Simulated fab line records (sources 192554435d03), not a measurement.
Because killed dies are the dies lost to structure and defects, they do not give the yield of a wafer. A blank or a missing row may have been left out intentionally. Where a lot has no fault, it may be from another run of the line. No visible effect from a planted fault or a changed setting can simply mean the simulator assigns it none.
fab line records    flow n5_finfet
record lots=12  wafers=34  last_day=17
route steps=1938 shown FIN_CUT@178 STI_FIN_REVEAL@196 DUMMY_GATE@214 PASSIVATION@1936
lots untouched by any fault: they come from a run of this same line in which no faults occurred
start_h: hours from the record's opening day to when the first of the lot's shown wafers began    wait_h: hours elapsed since this lot's preceding step    " the same as in the row above    L1.1+2: a single row standing in for several wafers    - no value present, or no start provided    * or withheld: withheld    < > ~ a bound
route shown NAME@n: NAME is a module with steps in the file, n the number in the route of the first one    usual: mean and standard deviation over wafers with no fault    same: alike in all rows    chamber/n: place in a boat    sites: the reading at each site    _std_site: standard deviation of those values    _edge_site: the outer-site mean with the inner-site mean subtracted    radius_mm: how far each site lies from the wafer's centre    mask NAME#n: copy n    behind: the most recent tool/chamber to have shaped the wafer    hold: the reason the lot was held/the length of the hold in hours/how it ended    device: which transistor (n, p or np) failed to switch    end of line: the same wafers' tests at the end of the route    a step without rows: its recipe alone    killed: the dies lost at the first sort to structure and to defects; this is not the yield of the wafer    map: the dies of a wafer, with x for killed, . for not killed, _ for no die there
set.NAME: the setting the step ran with; set.NAME@STEP: the setting that earlier step ran with    model.NAME: the simulator's own value behind a step, which no gauge read
a sample of lots followed through the steps of the route, with each step as a table and each wafer as a row
services: from which hour (start_h, from the record's first day; less than 0 if before it) a tool's chamber was out of use, for how many hours, and why
## steps
# step N5_FIN_CUT_STRIP_22
# recipe chemistry=N2/H2  power_w=500  temp_c=40  pressure_mtorr=50  rf_frequency_hz=6e+07  overash_fraction=0.3  bias_power_w=8  h2_frac=0.5  n2_flow_sccm=300  h2_flow_sccm=300
# usual drypump_motor_current_A=5.6/0.41  oes_product_au=0.78/0.077  rf_vpp_V=54.1/2.1  showerhead_plenum_p_Torr=3.37/0.099  throttle_valve_pct=19.14/0.21
lot.wafer  tool         chamber  start_h  wait_h  drypump_motor_current_A  oes_product_au  rf_hours_counter_h  rf_vpp_V  showerhead_plenum_p_Torr  throttle_valve_pct
L315.2     rie_diel-04  0        29.28    0.3     5.1                      0.72            201                 54.4      3.47                      19.17
L315.3     "            3        "        "       6.3                      0.83            93                  55.2      3.38                      18.99
L315.4     "            2        "        "       6.1                      0.77            166                 51.6      3.34                      19.09
L316.2     rie_diel-03  0        36.93    0.0     6.3                      0.78            165                 53.3      3.21                      18.71
L316.3     "            3        "        "       5.0                      0.71            221                 49.7      3.19                      19.00
L316.6     "            3        "        "       4.9                      0.69            -                   53.7      3.19                      19.00
L317.1     rie_diel-04  2        42.70    0.1     6.1                      0.75            171                 52.7      3.34                      19.10
L317.2     "            0        "        "       5.1                      0.72            205                 51.8      3.47                      19.21
L317.4     "            3        "        "       6.3                      0.81            97                  54.2      3.38                      18.98
L318.2     rie_diel-03  0        49.16    0.1     6.3                      0.74            169                 52.7      3.21                      18.74
L318.3     "            3        "        "       5.0                      0.70            225                 50.4      3.19                      19.02
L318.5     "            1        "        "       5.8                      0.86            -                   53.3      3.43                      19.01
L319.2     rie_diel-06  0        53.38    0.0     5.6                      0.96            5                   54.9      3.44                      19.33
L319.5     "            2        "        "       5.6                      0.71            -                   58.1      3.44                      19.20
L319.6     "            3        "        "       5.8                      0.75            -                   55.5      3.22                      19.03
L320.4     rie_diel-06  0        61.00    0.1     5.6                      0.94            8                   52.7      3.44                      19.35
L320.5     "            1        "        "       5.6                      0.72            -                   57.1      3.49                      19.38
L320.6     "            0        "        "       5.6                      0.93            -                   50.2      3.43                      19.41
L326.2     rie_diel-06  3        93.88    0.0     5.8                      0.74            167                 54.8      3.21                      19.02
L326.6     "            2        "        "       5.7                      0.70            -                   52.0      3.43                      19.21
L327.2     rie_diel-06  1        102.59   0.0     5.6                      0.71            201                 54.2      3.48                      19.44
L327.5     "            0        "        "       5.6                      0.90            -                   53.4      3.43                      19.39
L328.2     rie_diel-04  0        105.54   0.0     5.1                      0.72            222                 51.5      3.46                      19.30
L328.3     "            1        "        "       5.1                      0.79            116                 55.6      3.38                      18.92
L328.4     "            2        "        "       6.1                      0.75            -                   57.1      3.33                      19.11
L330.1     rie_diel-06  0        118.18   0.0     5.6                      0.89            29                  57.7      3.42                      19.41
L330.4     "            3        "        "       5.8                      0.74            -                   53.9      3.21                      19.05
L330.6     "            0        "        "       5.6                      0.88            -                   51.9      3.42                      19.40
L335.4     rie_diel-06  2        148.20   0.0     5.6                      0.97            4                   55.4      3.43                      18.83
L335.5     "            0        "        "       5.6                      0.85            -                   55.2      3.42                      19.42
L335.6     "            1        "        "       5.6                      0.70            -                   53.9      3.47                      19.45
L337.1     rie_diel-04  1        160.38   0.0     5.0                      0.77            134                 55.5      3.37                      18.99
L337.3     "            3        "        "       6.3                      0.78            132                 53.7      3.36                      19.01
L337.4     "            2        "        "       6.1                      0.73            208                 50.7      3.32                      19.19
# step N5_STI_FIN_REVEAL_RECESS_09
# recipe chemistry=HF/NH3  target=SiO2  afs_cycles=11  target_depth_a=425  temp_c=30  sublimation_temp_c=180  sublimation_time_s=60
# usual drypump_motor_current_A=6.0/0.68
lot.wafer  tool           chamber  start_h  wait_h  drypump_motor_current_A
L315.2     vapor_etch-02  1        35.76    0.0     4.9
L315.3     "              1        "        "       4.9
L315.4     "              0        "        "       6.4
L316.2     vapor_etch-02  0        43.23    0.0     6.4
L316.3     "              1        "        "       4.9
L316.6     "              0        "        "       6.4
L317.1     vapor_etch-01  0        49.20    0.0     6.4
L317.2     "              1        "        "       6.5
L317.4     "              0        "        "       6.4
L318.2     vapor_etch-01  0        55.30    0.0     6.3
L318.3     "              0        "        "       6.4
L318.5     "              1        "        "       6.5
L319.2     vapor_etch-01  0        59.61    0.0     6.4
L319.5     "              1        60.67    1.1     6.5
L319.6     "              0        "        "       6.4
L320.4     vapor_etch-02  1        67.66    0.6     4.9
L320.5     "              1        "        "       4.9
L320.6     "              0        "        "       6.4
L326.2     vapor_etch-02  0        100.61   0.0     6.3
L326.6     "              0        101.67   1.1     6.4
L327.2     vapor_etch-02  1        108.84   0.0     4.9
L327.5     "              1        109.90   1.1     4.9
L328.2     vapor_etch-02  0        111.78   0.0     6.4
L328.3     "              0        "        "       6.4
L328.4     "              1        "        "       4.9
L330.1     vapor_etch-01  0        124.47   0.0     6.3
L330.4     "              0        "        "       6.4
L330.6     "              1        "        "       6.4
L335.4     vapor_etch-01  0        155.01   0.6     6.4
L335.5     "              1        "        "       6.4
L335.6     "              0        "        "       6.4
L337.1     vapor_etch-01  0        166.80   0.0     6.4
L337.3     "              1        "        "       6.4
L337.4     "              0        "        "       6.4
# step N5_STI_FIN_REVEAL_FIN_H_MEAS_10
# usual trench_depth_nm=51.7/0.58
lot.wafer  tool    chamber  start_h  wait_h  trench_depth_nm
L315.2     ocd-02  -        38.99    0.0     51.9
L315.3     "       -        "        "       51.3
L315.4     "       -        "        "       51.8
L316.2     ocd-02  -        46.10    0.0     51.7
L316.3     "       -        "        "       51.1
L316.6     "       -        "        "       50.9
L317.1     ocd-01  -        52.01    0.0     52.5
L317.2     "       -        "        "       51.7
L317.4     "       -        "        "       51.3
L318.2     ocd-01  -        58.00    0.0     52.1
L318.3     "       -        "        "       52.1
L318.5     "       -        "        "       51.3
L319.2     ocd-01  -        62.31    0.0     50.5
L319.5     "       -        "        "       50.8
L319.6     "       -        "        "       51.1
L320.4     ocd-02  -        69.84    0.0     51.6
L320.5     "       -        "        "       52.1
L320.6     "       -        "        "       51.7
L326.2     ocd-01  -        103.33   0.0     49.1
L326.6     "       -        "        "       51.6
L327.2     ocd-02  -        111.56   0.0     49.2
L327.5     "       -        "        "       48.7
L328.2     ocd-01  -        114.48   0.0     48.5
L328.3     "       -        "        "       51.7
L328.4     "       -        "        "       52.0
L330.1     ocd-02  -        127.19   0.0     51.4
L330.4     "       -        "        "       51.2
L330.6     "       -        "        "       51.6
L335.4     ocd-02  -        157.48   0.0     50.9
L335.5     "       -        "        "       51.6
L335.6     "       -        "        "       50.6
L337.1     ocd-01  -        169.50   0.0     53.0
L337.3     "       -        "        "       52.4
L337.4     "       -        "        "       52.0
# step N5_DUMMY_GATE_ALD_02
# recipe material=SiO2  target_thk_a=20  temp_c=300  ald_precursor_family=BDEAS  ald_co_reactant=O2-plasma  pulse_time_s=1  pressure_torr=2
# usual heater_power_outer_w=265/29  heater_power_w=469/42  precursor_pulse_height_rel=1.001/0.022
# same pulse_time_s=1
lot.wafer  tool        chamber  start_h  wait_h  heater_power_outer_w  heater_power_w  precursor_pulse_height_rel
L315.2     ald_sin-04  2        39.44    0.3     255                   421             1.035
L315.3     "           3        "        "       309                   524             0.971
L315.4     "           1        "        "       262                   474             1.027
L316.2     ald_sin-01  3        46.28    0.0     279                   474             1.044
L316.3     "           2        "        "       318                   555             1.031
L316.6     "           1        "        "       274                   502             0.995
L317.1     ald_sin-04  2        52.22    0.0     257                   426             1.029
L317.2     "           3        "        "       312                   526             0.983
L317.4     "           0        "        "       225                   425             0.977
L318.2     ald_sin-03  1        58.30    0.1     239                   410             0.986
L318.3     "           2        "        "       295                   499             0.983
L318.5     "           1        "        "       235                   409             0.983
L319.2     ald_sin-04  3        62.52    0.0     308                   524             1.016
L319.5     "           2        "        "       253                   418             1.014
L319.6     "           1        "        "       264                   494             0.990
L320.4     ald_sin-01  2        70.48    0.5     320                   570             1.001
L320.5     "           0        "        "       256                   458             1.024
L320.6     "           1        "        "       277                   499             0.986
L326.2     ald_sin-04  2        103.64   0.2     254                   432             1.007
L326.6     "           1        "        "       255                   488             1.015
L327.2     ald_sin-04  3        111.75   0.0     300                   529             1.003
L327.5     "           0        "        "       216                   418             1.000
L328.2     ald_sin-03  0        114.67   0.0     249                   445             0.988
L328.3     "           3        "        "       267                   477             1.021
L328.4     "           1        "        "       241                   415             1.014
L330.1     ald_sin-04  2        127.67   0.3     250                   424             1.015
L330.4     "           3        "        "       313                   538             1.033
L330.6     "           3        "        "       307                   514             1.000
L335.4     ald_sin-04  3        157.67   0.0     306                   523             0.990
L335.5     "           2        "        "       251                   427             1.029
L335.6     "           3        "        "       318                   519             0.968
L337.1     ald_sin-04  1        170.28   0.6     262                   490             0.975
L337.3     "           3        "        "       309                   530             1.045
L337.4     "           2        "        "       255                   428             0.986
# step N5_DUMMY_GATE_THK_MEAS_05
# usual thk_nm=72.1/0.86
lot.wafer  tool           chamber  start_h  wait_h  thk_nm
L315.2     film_metro-02  -        43.52    0.1     72.8
L315.3     "              -        "        "       71.3
L315.4     "              -        "        "       71.3
L316.2     film_metro-02  -        50.44    0.2     71.5
L316.3     "              -        "        "       71.2
L316.6     "              -        "        "       71.5
L317.1     film_metro-02  -        56.31    0.2     72.4
L317.2     "              -        "        "       71.6
L317.4     "              -        "        "       71.4
L318.2     film_metro-01  -        62.38    0.1     71.1
L318.3     "              -        "        "       72.0
L318.5     "              -        "        "       71.2
L319.2     film_metro-02  -        66.60    0.2     71.6
L319.5     "              -        "        "       71.6
L319.6     "              -        "        "       72.0
L320.4     film_metro-01  -        74.57    0.2     72.8
L320.5     "              -        "        "       72.1
L320.6     "              -        "        "       71.6
L326.2     film_metro-01  -        107.74   0.1     71.5
L326.6     "              -        "        "       72.3
L327.2     film_metro-02  -        115.84   0.1     72.8
L327.5     "              -        "        "       73.9
L328.2     film_metro-02  -        118.76   0.2     72.0
L328.3     "              -        "        "       71.6
L328.4     "              -        "        "       73.2
L330.1     film_metro-02  -        131.80   0.2     73.1
L330.4     "              -        "        "       72.9
L330.6     "              -        "        "       74.2
L335.4     film_metro-01  -        161.75   0.2     72.3
L335.5     "              -        "        "       72.6
L335.6     "              -        "        "       73.5
L337.1     film_metro-01  -        174.36   0.1     71.1
L337.3     "              -        "        "       71.5
L337.4     "              -        "        "       71.5
# step N5_PASSIVATION_PROBE_49
# usual killed_at_M0_to_M3=30/8.7  killed_at_M4_up=14/5.4  killed_at_contacts=11/6.4  killed_at_front_end=40/12  killed_at_other=3/3.1  killed_dies=99/17  killed_on_rim=13/3.8  killed_open=64/12  killed_short=33/8.1
# same gross_dies=1180  killed_at_back_side=0
lot.wafer  tool       chamber  start_h  wait_h  killed_at_M0_to_M3  killed_at_M4_up  killed_at_contacts  killed_at_front_end  killed_at_other  killed_dies  killed_on_rim  killed_open  killed_short
L315.2     prober-02  -        262.72   0.1     24                  7                12                  54                   1                98           13             60           36
L315.3     prober-02  -        262.77   0.1     29                  15               19                  32                   7                102          12             69           32
L315.4     prober-02  -        262.82   0.2     20                  5                11                  34                   5                75           5              55           20
L316.2     prober-01  -        288.09   0.1     52                  14               3                   51                   2                122          11             88           33
L316.3     prober-01  -        288.14   0.1     51                  7                7                   43                   2                110          13             73           35
L316.6     prober-01  -        288.29   0.3     49                  8                9                   42                   3                111          20             60           51
L319.2     prober-02  -        294.52   0.1     35                  10               11                  34                   6                96           13             72           24
L319.5     prober-02  -        294.67   0.2     37                  8                6                   19                   5                75           12             53           22
L319.6     prober-02  -        294.72   0.3     43                  19               8                   33                   1                104          14             69           35
L317.1     prober-02  -        299.13   0.0     43                  16               15                  21                   0                95           11             71           24
L317.2     prober-02  -        299.18   0.1     19                  9                17                  39                   0                84           13             59           25
L317.4     prober-02  -        299.28   0.2     41                  17               4                   47                   0                109          13             70           38
L318.2     prober-01  -        308.46   0.1     29                  8                15                  32                   1                85           4              60           24
L318.3     prober-01  -        308.51   0.1     44                  22               20                  32                   2                120          19             78           42
L318.5     prober-01  -        308.61   0.2     36                  18               10                  31                   0                95           9              66           28
L320.4     prober-02  -        309.17   0.2     29                  11               14                  55                   6                115          20             73           40
L320.5     prober-02  -        309.22   0.2     33                  12               13                  49                   0                107          11             64           41
L320.6     prober-02  -        309.27   0.3     24                  9                14                  28                   4                79           12             48           31
L326.2     prober-02  -        339.55   0.1     29                  7                2                   52                   1                91           11             58           33
L326.6     prober-02  -        339.75   0.3     26                  10               17                  39                   1                93           15             58           35
L328.2     prober-01  -        345.72   0.1     24                  9                12                  37                   1                83           13             56           26
L328.3     prober-01  -        345.77   0.1     23                  4                2                   42                   0                71           7              46           22
L328.4     prober-01  -        345.82   0.2     28                  8                22                  32                   0                90           12             61           28
L327.2     prober-01  -        351.14   0.1     22                  15               8                   33                   5                83           8              56           27
L327.5     prober-01  -        351.29   0.2     36                  13               16                  34                   3                102          13             71           30
L330.1     prober-01  -        395.10   0.0     31                  9                11                  36                   5                92           10             63           27
L330.4     prober-01  -        395.25   0.2     14                  16               20                  25                   3                78           10             52           26
L330.6     prober-01  -        395.35   0.3     40                  8                10                  15                   4                77           12             46           31
L335.4     prober-01  -        406.48   0.2     30                  12               10                  26                   1                79           15             55           23
L335.5     prober-01  -        406.53   0.2     35                  23               6                   33                   12               109          15             68           33
L335.6     prober-01  -        406.58   0.3     34                  15               8                   29                   3                89           7              56           32
L337.1     prober-02  -        417.59   0.0     36                  11               16                  33                   1                97           13             52           44
L337.3     prober-02  -        417.69   0.1     34                  6                3                   43                   3                89           7              58           30
L337.4     prober-02  -        417.74   0.2     44                  16               19                  42                   0                121          22             80           41
# killed by level:class
L315.2 STI_FIN_REVEAL:geometric_particle:open=16 FIN_SAQP:geometric_particle:short=10 MOL_CONTACT_COAG:geometric_particle:open=9 BEOL_M3:geometric_particle:open=9 BEOL_M1:geometric_particle:open=7 FIN_SAQP:geometric_particle:open=5 GATE_CUT:geometric_particle:short=4 BEOL_M0_SAQP:geometric_particle:short=4
L315.3 MOL_CONTACT_COAG:geometric_particle:open=13 FIN_SAQP:geometric_particle:open=11 BEOL_M3:geometric_particle:open=9 FIN_SAQP:geometric_particle:short=7 BEOL_M4:geometric_particle:open=7 MOL_CONTACT_COAG:geometric_particle:short=6 BEOL_M0_SAQP:geometric_particle:short=6 BEOL_M0_SAQP:geometric_particle:open=5
L315.4 BEOL_M3:geometric_particle:open=13 FIN_SAQP:geometric_particle:open=8 MOL_CONTACT_COAG:geometric_particle:short=6 MOL_CONTACT_COAG:geometric_particle:open=5 FIN_SAQP:geometric_particle:short=4 STARTING-WAFER:geometric_particle:open=4 DUMMY_GATE:geometric_particle:open=3 ILD0:geometric_particle:open=3
L316.2 STI_FIN_REVEAL:geometric_particle:open=24 BEOL_M2:geometric_particle:open=13 BEOL_M0_SAQP:geometric_particle:open=11 BEOL_M3:geometric_particle:open=10 BEOL_M0_SAQP:geometric_particle:short=7 BEOL_M1:geometric_particle:open=6 STI_FIN_REVEAL:geometric_particle:short=5 FIN_SAQP:geometric_particle:short=4
L316.3 BEOL_M2:geometric_particle:open=15 STI_FIN_REVEAL:geometric_particle:open=11 BEOL_M3:geometric_particle:open=9 BEOL_M0_SAQP:geometric_particle:short=8 FIN_SAQP:geometric_particle:open=6 FIN_SAQP:geometric_particle:short=5 MOL_CONTACT_COAG:geometric_particle:open=5 BEOL_M1:geometric_particle:open=5
L316.6 BEOL_M0_SAQP:geometric_particle:short=12 BEOL_M0_SAQP:geometric_particle:open=12 FIN_SAQP:geometric_particle:short=10 STI_FIN_REVEAL:geometric_particle:open=9 BEOL_M2:geometric_particle:open=8 FIN_SAQP:geometric_particle:open=5 GATE_CUT:geometric_particle:short=5 MOL_CONTACT_COAG:geometric_particle:open=5
L319.2 BEOL_M3:geometric_particle:open=13 MOL_CONTACT_COAG:geometric_particle:open=9 DUMMY_GATE:geometric_particle:open=7 FIN_SAQP:geometric_particle:short=6 STI_FIN_REVEAL:geometric_particle:open=6 BEOL_M0_SAQP:geometric_particle:open=6 BEOL_M1:geometric_particle:open=6 BEOL_M2:geometric_particle:open=6
L319.5 BEOL_M2:geometric_particle:open=9 FIN_SAQP:geometric_particle:open=8 BEOL_M0_SAQP:geometric_particle:open=7 BEOL_M3:geometric_particle:open=7 BEOL_M0_SAQP:geometric_particle:short=5 MOL_CONTACT_COAG:geometric_particle:open=4 BEOL_M4:geometric_particle:open=4 FIN_SAQP:geometric_particle:short=3
L319.6 BEOL_M2:geometric_particle:open=12 FIN_SAQP:geometric_particle:short=9 BEOL_M3:geometric_particle:open=8 STI_FIN_REVEAL:geometric_particle:open=7 MOL_CONTACT_COAG:geometric_particle:open=7 BEOL_M0_SAQP:geometric_particle:short=6 BEOL_M5:geometric_particle:open=5 FIN_SAQP:geometric_particle:open=4
L317.1 BEOL_M2:geometric_particle:open=14 BEOL_M3:geometric_particle:open=12 MOL_CONTACT_COAG:geometric_particle:open=10 FIN_SAQP:geometric_particle:open=7 MOL_CONTACT_COAG:geometric_particle:short=5 BEOL_M1:geometric_particle:open=5 BEOL_M4:geometric_particle:open=4 FIN_SAQP:geometric_particle:short=3
L317.2 FIN_SAQP:geometric_particle:open=14 MOL_CONTACT_COAG:geometric_particle:open=14 FIN_SAQP:geometric_particle:short=6 DUMMY_GATE:geometric_particle:open=4 BEOL_M0_SAQP:geometric_particle:open=4 BEOL_M1:geometric_particle:open=4 BEOL_M4:geometric_particle:open=4 STARTING-WAFER:geometric_particle:open=4
L317.4 BEOL_M1:geometric_particle:open=10 BEOL_M4:geometric_particle:open=10 FIN_SAQP:geometric_particle:open=8 FIN_SAQP:geometric_particle:short=6 STI_FIN_REVEAL:geometric_particle:open=6 DUMMY_GATE:geometric_particle:open=6 BEOL_M0_SAQP:geometric_particle:short=6 BEOL_M2:geometric_particle:open=6
L318.2 MOL_CONTACT_COAG:geometric_particle:open=13 BEOL_M1:geometric_particle:open=10 STI_FIN_REVEAL:geometric_particle:open=6 BEOL_M0_SAQP:geometric_particle:short=6 BEOL_M0_SAQP:geometric_particle:open=6 FIN_SAQP:geometric_particle:short=5 DUMMY_GATE:geometric_particle:open=5 FIN_SAQP:geometric_particle:open=4
L318.3 MOL_CONTACT_COAG:geometric_particle:open=13 BEOL_M0_SAQP:geometric_particle:open=11 BEOL_M0_SAQP:geometric_particle:short=9 BEOL_M3:geometric_particle:open=9 BEOL_M4:geometric_particle:open=8 MOL_CONTACT_COAG:geometric_particle:short=7 BEOL_M1:geometric_particle:open=7 FIN_SAQP:geometric_particle:open=5
L318.5 DUMMY_GATE:geometric_particle:open=12 BEOL_M0_SAQP:geometric_particle:open=11 BEOL_M4:geometric_particle:open=11 MOL_CONTACT_COAG:geometric_particle:open=7 BEOL_M1:geometric_particle:open=7 BEOL_M0_SAQP:geometric_particle:short=7 GATE_CUT:geometric_particle:short=6 BEOL_M3:geometric_particle:open=4
L320.4 FIN_SAQP:geometric_particle:open=18 MOL_CONTACT_COAG:geometric_particle:open=13 FIN_SAQP:geometric_particle:short=12 BEOL_M0_SAQP:geometric_particle:short=9 BEOL_M0_SAQP:geometric_particle:open=7 BEOL_M4:geometric_particle:open=5 GATE_CUT:geometric_particle:short=4 GATE_CUT:geometric_particle:open=4
L320.5 FIN_SAQP:geometric_particle:open=17 BEOL_M1:geometric_particle:short=15 MOL_CONTACT_COAG:geometric_particle:open=9 FIN_SAQP:geometric_particle:short=8 DUMMY_GATE:geometric_particle:open=6 BEOL_M4:geometric_particle:open=6 BEOL_M0_SAQP:geometric_particle:short=5 STARTING-WAFER:geometric_particle:short=5
L320.6 MOL_CONTACT_COAG:geometric_particle:open=12 FIN_SAQP:geometric_particle:short=9 FIN_SAQP:geometric_particle:open=9 BEOL_M1:geometric_particle:short=8 BEOL_M1:geometric_particle:open=6 BEOL_M4:geometric_particle:open=5 BEOL_M3:geometric_particle:short=3 STI_FIN_REVEAL:geometric_particle:open=2
L326.2 FIN_SAQP:geometric_particle:open=18 FIN_SAQP:geometric_particle:short=15 STI_FIN_REVEAL:geometric_particle:open=8 BEOL_M2:geometric_particle:open=7 BEOL_M1:geometric_particle:open=6 BEOL_M4:geometric_particle:open=4 BEOL_M0_SAQP:geometric_particle:short=4 BEOL_M0_SAQP:geometric_particle:open=3
L326.6 MOL_CONTACT_COAG:geometric_particle:open=13 FIN_SAQP:geometric_particle:short=9 FIN_SAQP:geometric_particle:open=7 BEOL_M3:geometric_particle:open=6 BEOL_M2:geometric_particle:open=5 MOL_CONTACT_COAG:geometric_particle:short=4 BEOL_M0_SAQP:geometric_particle:short=4 STARTING-WAFER:geometric_particle:short=4
L328.2 STI_FIN_REVEAL:geometric_particle:open=11 MOL_CONTACT_COAG:geometric_particle:open=11 BEOL_M1:geometric_particle:open=10 FIN_SAQP:geometric_particle:open=6 STI_FIN_REVEAL:geometric_particle:short=6 BEOL_M0_SAQP:geometric_particle:short=4 FIN_SAQP:geometric_particle:short=3 DUMMY_GATE:geometric_particle:open=3
L328.3 STI_FIN_REVEAL:geometric_particle:open=11 FIN_SAQP:geometric_particle:short=8 BEOL_M1:geometric_particle:open=8 FIN_SAQP:geometric_particle:open=7 BEOL_M2:geometric_particle:open=6 STI_FIN_REVEAL:geometric_particle:short=5 DUMMY_GATE:geometric_particle:open=4 BEOL_M0_SAQP:geometric_particle:open=4
L328.4 MOL_CONTACT_COAG:geometric_particle:open=15 STI_FIN_REVEAL:geometric_particle:open=7 MOL_CONTACT_COAG:geometric_particle:short=7 BEOL_M0_SAQP:geometric_particle:open=7 BEOL_M1:geometric_particle:open=7 FIN_SAQP:geometric_particle:short=6 FIN_SAQP:geometric_particle:open=4 DUMMY_GATE:geometric_particle:open=4
L327.2 STI_FIN_REVEAL:geometric_particle:open=13 BEOL_M4:geometric_particle:open=7 MOL_CONTACT_COAG:geometric_particle:open=6 BEOL_M1:geometric_particle:open=6 BEOL_M0_SAQP:geometric_particle:open=4 STARTING-WAFER:geometric_particle:short=4 STI_FIN_REVEAL:geometric_particle:short=3 ILD0:geometric_particle:short=3
L327.5 MOL_CONTACT_COAG:geometric_particle:open=14 STI_FIN_REVEAL:geometric_particle:open=9 FIN_SAQP:geometric_particle:short=7 BEOL_M1:geometric_particle:open=7 BEOL_M0_SAQP:geometric_particle:open=6 BEOL_M3:geometric_particle:open=6 BEOL_M3:geometric_particle:short=6 BEOL_M4:geometric_particle:open=6
L330.1 BEOL_M0_SAQP:geometric_particle:open=12 MOL_CONTACT_COAG:geometric_particle:open=10 FIN_SAQP:geometric_particle:open=8 STI_FIN_REVEAL:geometric_particle:open=7 GATE_CUT:geometric_particle:short=6 BEOL_M0_SAQP:geometric_particle:short=6 GATE_CUT:geometric_particle:open=5 BEOL_M1:geometric_particle:open=4
L330.4 MOL_CONTACT_COAG:geometric_particle:open=13 MOL_CONTACT_COAG:geometric_particle:short=7 BEOL_M0_SAQP:geometric_particle:open=6 BEOL_M4:geometric_particle:open=6 GATE_CUT:geometric_particle:short=5 FIN_SAQP:geometric_particle:short=4 BEOL_M5:geometric_particle:open=4 FIN_SAQP:geometric_particle:open=3
L330.6 BEOL_M0_SAQP:geometric_particle:short=14 BEOL_M0_SAQP:geometric_particle:open=12 MOL_CONTACT_COAG:geometric_particle:open=10 STI_FIN_REVEAL:geometric_particle:open=4 GATE_CUT:geometric_particle:short=4 BEOL_M1:geometric_particle:open=4 BEOL_M3:geometric_particle:open=4 BEOL_M1:geometric_particle:short=2
L335.4 BEOL_M1:geometric_particle:open=9 BEOL_M4:geometric_particle:open=9 MOL_CONTACT_COAG:geometric_particle:open=8 FIN_SAQP:geometric_particle:short=7 FIN_SAQP:geometric_particle:open=6 BEOL_M0_SAQP:geometric_particle:short=5 DUMMY_GATE:geometric_particle:open=4 BEOL_M0_SAQP:geometric_particle:open=4
L335.5 BEOL_M0_SAQP:geometric_particle:short=11 BEOL_M0_SAQP:geometric_particle:open=10 BEOL_M4:geometric_particle:open=9 GATE_CUT:geometric_particle:short=5 MOL_CONTACT_COAG:geometric_particle:open=5 BEOL_M2:geometric_particle:open=5 STARTING-WAFER:geometric_particle:short=5 HKMG_FIN:area_etch=5
L335.6 BEOL_M0_SAQP:geometric_particle:short=8 BEOL_M1:geometric_particle:open=6 MOL_CONTACT_COAG:geometric_particle:open=6 BEOL_M4:geometric_particle:open=6 FIN_SAQP:geometric_particle:short=5 BEOL_M0_SAQP:geometric_particle:open=5 DUMMY_GATE:geometric_particle:open=5 BEOL_M3:geometric_particle:open=5
L337.1 BEOL_M0_SAQP:geometric_particle:short=13 MOL_CONTACT_COAG:geometric_particle:open=13 FIN_SAQP:geometric_particle:short=10 BEOL_M2:geometric_particle:open=6 BEOL_M3:geometric_particle:open=5 STARTING-WAFER:geometric_particle:open=5 FIN_SAQP:geometric_particle:open=3 ILD0:geometric_particle:open=3
L337.3 STI_FIN_REVEAL:geometric_particle:open=12 FIN_SAQP:geometric_particle:open=8 GATE_CUT:geometric_particle:short=8 BEOL_M0_SAQP:geometric_particle:open=8 BEOL_M1:geometric_particle:open=8 BEOL_M0_SAQP:geometric_particle:short=7 BEOL_M2:geometric_particle:open=5 STI_FIN_REVEAL:geometric_particle:short=4
L337.4 MOL_CONTACT_COAG:geometric_particle:open=17 BEOL_M0_SAQP:geometric_particle:open=13 FIN_SAQP:geometric_particle:short=11 FIN_SAQP:geometric_particle:open=10 BEOL_M0_SAQP:geometric_particle:short=9 BEOL_M1:geometric_particle:open=6 BEOL_M2:geometric_particle:open=6 BEOL_M3:geometric_particle:open=6
## services
tool           chamber  start_h  hours  kind
rie_diel-04    0        9.80     6.9    repair
rie_diel-06    0        12.02    -      clean
rie_diel-06    0        12.02    -      consumable_replace:focus_ring
ald_sin-03     3        14.81    7.8    repair
rie_diel-06    -        19.82    14.6   pm
ald_sin-03     2        21.14    18.6   repair
rie_diel-03    0        21.65    3.7    repair
rie_diel-06    1        41.22    1.6    repair
ald_sin-03     0        47.56    14.4   repair
rie_diel-04    0        50.78    10.5   repair
vapor_etch-02  1        51.96    6.6    repair
rie_diel-04    2        56.88    8.0    repair
rie_diel-03    2        63.18    10.1   repair
rie_diel-03    1        74.24    13.3   repair
ald_sin-01     -        85.25    14.0   pm
ald_sin-04     0        91.54    10.6   repair
rie_diel-06    1        95.07    7.2    repair
rie_diel-04    3        99.51    9.3    repair
rie_diel-03    -        115.29   0.2    repair
ald_sin-03     -        123.39   2.8    pm
rie_diel-06    1        127.85   16.1   repair
rie_diel-03    1        137.57   4.6    repair
ald_sin-04     1        151.67   3.7    repair
ald_sin-01     0        167.08   11.0   repair
## key
first_sign step=N5_STI_FIN_REVEAL_FIN_H_MEAS_10  reading=trench_depth_nm  direction=down  sigmas=4.8  usual=51.7  struck=48.9
effect none on later readings
met_at N5_STI_FIN_REVEAL_RECESS_09
struck_lots L326,L327,L328
struck_wafers L326.2,L327.2,L327.5,L328.2
tester_left_out L326,L327,L328
not_acting_at N5_FIN_CUT_STRIP_22,N5_DUMMY_GATE_ALD_02,N5_DUMMY_GATE_THK_MEAS_05
onset_between 67.66 100.61
fault kind=process_parameter_drift  tool=vapor_etch-02  chamber=-  onset_h=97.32  steps=N5_STI_FIN_REVEAL_RECESS_09  channel=target_depth_a  offset=-24.32  shape=step  end_h=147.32  scope=struck_wafers_only  acts_in=these_recipes_only  stated=425
# tester_left_out: of these lots the tester's yield and bins aren't shown, on N5 and GAA mostly nor the transistor test; their killed dies are dies lost to structure and defects alone, not to doping, threshold or leakage, so they don't give the yield
